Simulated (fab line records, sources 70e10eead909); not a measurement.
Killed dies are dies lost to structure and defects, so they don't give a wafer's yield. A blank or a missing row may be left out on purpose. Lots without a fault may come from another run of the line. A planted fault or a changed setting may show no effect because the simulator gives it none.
Chamber matching | flow nand_harc | NHARC_P_GATE_DESCUM_31 on rie_diel-01: 4 sister chambers
The step chemistry O2, time 3 s. 18 wafers are shown with their chamber, then 9 later ones without.

WAFERS WITH THEIR CHAMBER
wafer  | chamber | showerhead_plenum_p_Torr (Torr) | drypump_motor_current_A (A) | oes_product_au (a.u.)
L074.2 | 2       | 1.90                            | 4.9                         | 1.009
L074.3 | 3       | 1.93                            | 5.8                         | 0.990
L074.5 | 2       | 1.90                            | 4.9                         | 1.008
L081.2 | 2       | 1.90                            | 4.9                         | 1.017
L081.4 | 1       | 1.84                            | 6.2                         | 1.004
L081.6 | 0       | 1.96                            | 6.4                         | 0.999
L083.2 | 0       | 1.96                            | 6.4                         | 1.015
L083.3 | 0       | 1.96                            | 6.4                         | 1.000
L083.4 | 3       | 1.93                            | 5.8                         | 0.992
L087.3 | 2       | 1.90                            | 4.9                         | 0.998
L087.4 | 3       | 1.93                            | 5.7                         | 0.995
L087.6 | 2       | 1.90                            | 4.9                         | 1.008
L092.3 | 1       | 1.84                            | 6.1                         | 1.006
L092.4 | 2       | 1.90                            | 4.9                         | 1.018
L092.5 | 1       | 1.84                            | 6.2                         | 1.003
L092.1 | 0       | 1.95                            | 6.4                         | 0.992
L092.2 | 3       | 1.93                            | 5.7                         | 0.991
L092.6 | 2       | 1.90                            | 4.9                         | 1.022

SIGNATURES (means of the wafers above)
reading                  | chamber 0 | chamber 1 | chamber 2 | chamber 3 | scatter within a chamber
showerhead_plenum_p_Torr | 1.9575    | 1.8400    | 1.9000    | 1.9300    | 0.00231
drypump_motor_current_A  | 6.400     | 6.167     | 4.900     | 5.750     | 0.0345
oes_product_au           | 1.00150   | 1.00433   | 1.01143   | 0.99200   | 0.00705
Rule: a wafer's distance from a chamber is the root of the sum, over the readings, of the square of ((its reading less the chamber's mean) divided by the reading's scatter). The wafer belongs to the nearest chamber; if the next one is less than 2 further off, it can't be placed. The scatter: the root of (the sum of the squares of (reading less its chamber's mean) over the shown wafers, divided by (wafers less chambers)).

WAFERS WITHOUT THEIR CHAMBER
wafer  | showerhead_plenum_p_Torr (Torr) | drypump_motor_current_A (A) | oes_product_au (a.u.)
L094.1 | 1.93                            | 5.8                         | 0.983
L094.3 | 1.95                            | 6.4                         | 0.982
L094.6 | 1.89                            | 4.9                         | 1.004
L097.1 | 1.84                            | 6.2                         | 1.007
L097.3 | 1.93                            | 5.8                         | 0.991
L097.5 | 1.93                            | 5.7                         | 0.986
L097.2 | 1.95                            | 6.4                         | 1.002
L097.4 | 1.89                            | 4.9                         | 1.004
L097.6 | 1.95                            | 6.4                         | 1.002

WHICH CHAMBER EACH WENT THROUGH
wafer  | from the rows above | in truth
L094.1 | 3                   | 3
L094.3 | 0                   | 0
L094.6 | 2                   | 2
L097.1 | 1                   | 1
L097.3 | 3                   | 3
L097.5 | 3                   | 3
L097.2 | 0                   | 0
L097.4 | 2                   | 2
L097.6 | 0                   | 0
Placed correctly: 9 of 9. Can't be placed from these rows: 0. Placed wrongly: 0.
